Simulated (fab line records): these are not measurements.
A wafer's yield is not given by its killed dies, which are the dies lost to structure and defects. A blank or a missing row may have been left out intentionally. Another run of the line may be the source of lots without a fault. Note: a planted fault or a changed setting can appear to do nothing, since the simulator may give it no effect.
Chamber matching | flow n5-finfet | rie-diel-01 running N5_BEOL_M13_DESCUM_15: 4 sister chambers
The step chemistry O2, time 7.9 s. 4 wafers are shown with their chamber, then 7 later ones without.

WAFERS PAIRED WITH THEIR CHAMBERS
wafer  | chamber | showerhead-plenum-p-Torr (Torr)
L312.1 | 3       | 2.05
L312.6 | 2       | 2.11
L313.1 | 1       | 2.05
L313.2 | 0       | 2.05

WAFERS WITH NO CHAMBER GIVEN
wafer  | showerhead-plenum-p-Torr (Torr)
L313.4 | 2.05
L317.2 | 2.05
L317.5 | 2.05
L317.6 | 2.05
L319.1 | 2.05
L319.2 | 2.10
L319.6 | 2.05

THE CHAMBER EACH PASSED THROUGH
wafer  | from the rows above          | in truth
L313.4 | can't be placed: 0 or 1 or 3 | 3
L317.2 | can't be placed: 0 or 1 or 3 | 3
L317.5 | can't be placed: 0 or 1 or 3 | 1
L317.6 | can't be placed: 0 or 1 or 3 | 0
L319.1 | can't be placed: 0 or 1 or 3 | 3
L319.2 | 2                            | 2
L319.6 | can't be placed: 0 or 1 or 3 | 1
Correct placement for 1 of the 7. Cannot be placed on the basis of these rows: 6; the candidates contain the true chamber in 6. 0 placed wrongly.
How it was worked out, from the rows above alone: a wafer's distance from a chamber is the root of the sum, over the readings, of the square of ((its reading less the chamber's mean) divided by the reading's scatter). The wafer belongs to the nearest chamber; if the next one is less than 2 further off, it can't be placed. A chamber's mean is the mean of its shown wafers. The scatter: root of mean squared gap, hidden wafer to nearest shown wafer, with one shown wafer a chamber.
